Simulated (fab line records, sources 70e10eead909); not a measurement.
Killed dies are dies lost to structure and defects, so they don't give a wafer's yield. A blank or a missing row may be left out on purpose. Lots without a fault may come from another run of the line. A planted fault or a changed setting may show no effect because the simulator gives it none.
Chamber matching | flow nand_harc | NHARC_A_STAIRCASE_ETCH_271 on rie_diel-06: 4 sister chambers
The step etches the open film in CF4/CHF3. 16 wafers are shown with their chamber, then 8 later ones without.

WAFERS WITH THEIR CHAMBER
wafer  | chamber | drypump_motor_current_A (A) | showerhead_plenum_p_Torr (Torr) | rf_vpp_V (V)
L075.1 | 0       | 5.8                         | 1.62                            | 371.9
L075.2 | 1       | 6.8                         | 1.68                            | 373.0
L075.5 | 3       | 6.0                         | 1.62                            | 370.6
L074.1 | 3       | 6.1                         | 1.61                            | 371.3
L074.4 | 1       | 6.8                         | 1.68                            | 374.9
L074.6 | 3       | 6.0                         | 1.61                            | 371.2
L081.2 | 3       | 6.0                         | 1.61                            | 372.1
L081.3 | 2       | 5.2                         | 1.69                            | 375.2
L081.6 | 3       | 6.0                         | 1.61                            | 371.8
L080.3 | 0       | 5.8                         | 1.62                            | 372.2
L080.4 | 3       | 6.0                         | 1.61                            | 370.1
L080.6 | 0       | 5.8                         | 1.62                            | 373.0
L088.1 | 3       | 6.0                         | 1.60                            | 371.8
L088.3 | 1       | 6.7                         | 1.67                            | 373.0
L088.4 | 2       | 5.2                         | 1.69                            | 375.4
L089.1 | 2       | 5.3                         | 1.68                            | 374.0

SIGNATURES (means of the wafers above)
reading                  | chamber 0 | chamber 1 | chamber 2 | chamber 3 | scatter within a chamber
drypump_motor_current_A  | 5.800     | 6.767     | 5.233     | 6.014     | 0.0427
showerhead_plenum_p_Torr | 1.6200    | 1.6767    | 1.6867    | 1.6100    | 0.00527
rf_vpp_V                 | 372.367   | 373.633   | 374.867   | 371.271   | 0.779
Rule: a wafer's distance from a chamber is the root of the sum, over the readings, of the square of ((its reading less the chamber's mean) divided by the reading's scatter). The wafer belongs to the nearest chamber; if the next one is less than 2 further off, it can't be placed. The scatter: the root of (the sum of the squares of (reading less its chamber's mean) over the shown wafers, divided by (wafers less chambers)).

WAFERS WITHOUT THEIR CHAMBER
wafer  | drypump_motor_current_A (A) | showerhead_plenum_p_Torr (Torr) | rf_vpp_V (V)
L089.3 | 6.0                         | 1.60                            | 372.3
L089.4 | 5.7                         | 1.61                            | 371.5
L093.1 | 6.0                         | 1.60                            | 373.0
L093.4 | 5.8                         | 1.61                            | 372.2
L093.6 | 5.8                         | 1.61                            | 371.3
L095.1 | 5.8                         | 1.61                            | 372.0
L095.4 | 6.7                         | 1.66                            | 373.9
L095.5 | 5.3                         | 1.68                            | 373.9

WHICH CHAMBER EACH WENT THROUGH
wafer  | from the rows above | in truth
L089.3 | 3                   | 3
L089.4 | 0                   | 0
L093.1 | 3                   | 3
L093.4 | 0                   | 0
L093.6 | 0                   | 0
L095.1 | 0                   | 0
L095.4 | 1                   | 1
L095.5 | 2                   | 2
Placed correctly: 8 of 8. Can't be placed from these rows: 0. Placed wrongly: 0.
